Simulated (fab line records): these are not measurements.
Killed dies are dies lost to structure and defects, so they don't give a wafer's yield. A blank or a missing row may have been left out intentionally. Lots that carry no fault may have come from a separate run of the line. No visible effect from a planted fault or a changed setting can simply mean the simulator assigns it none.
Chamber matching -- flow nand harc -- NHARC_A_STAIRCASE_ALD_415 on ald hk-04 has 4 sister chambers
The step deposits SiO2, target thk 30 nm, pulse time 6 s, ald cycles 300. 8 wafers are shown with their chamber, then 12 later ones without.

EACH WAFER AND ITS CHAMBER
wafer,chamber,heater power w (W),precursor pulse height rel
L074.3,0,505,1.045
L084.6,0,514,1.004
L088.4,2,448,1.002
L086.1,3,446,0.981
L086.5,2,441,1.004
L090.1,3,437,1.014
L090.3,1,492,1.031
L090.5,1,497,0.973

WAFERS MISSING THEIR CHAMBER
wafer,heater power w (W),precursor pulse height rel
L093.3,479,0.998
L093.4,426,0.990
L093.6,499,1.028
L096.1,507,1.009
L096.2,430,0.996
L096.5,424,1.027
L097.1,473,0.999
L097.2,467,0.988
L097.3,506,1.006
L097.4,442,0.952
L097.5,480,0.989
L097.6,461,1.007

THE CHAMBER EACH PASSED THROUGH
wafer,from the rows above,in truth
L093.3,1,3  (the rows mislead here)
L093.4,can't be placed: 3 or 2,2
L093.6,can't be placed: 1 or 0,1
L096.1,can't be placed: 0 or 1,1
L096.2,can't be placed: 3 or 2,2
L096.5,can't be placed: 3 or 2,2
L097.1,can't be placed: 1 or 2 or 3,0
L097.2,can't be placed: 2 or 3 or 1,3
L097.3,can't be placed: 0 or 1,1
L097.4,can't be placed: 3 or 2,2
L097.5,1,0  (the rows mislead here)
L097.6,can't be placed: 2 or 3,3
Placed correctly: 0 of 12. From these rows, 10 cannot be placed; in 9 the true chamber is one of the candidates. Placed wrongly: 2.
How it was worked out, from the rows above alone: a wafer's distance from a chamber is the root of the sum, over the readings, of the square of ((its reading less the chamber's mean) divided by the reading's scatter). If the next closest chamber is less than 2 further off than the closest, the wafer can't be placed; otherwise it belongs to the closest. A chamber's mean is the mean of its shown wafers. The scatter is the square root of a quotient: the sum, over the shown wafers, of each reading's squared deviation from its chamber's mean, divided by wafers minus chambers.
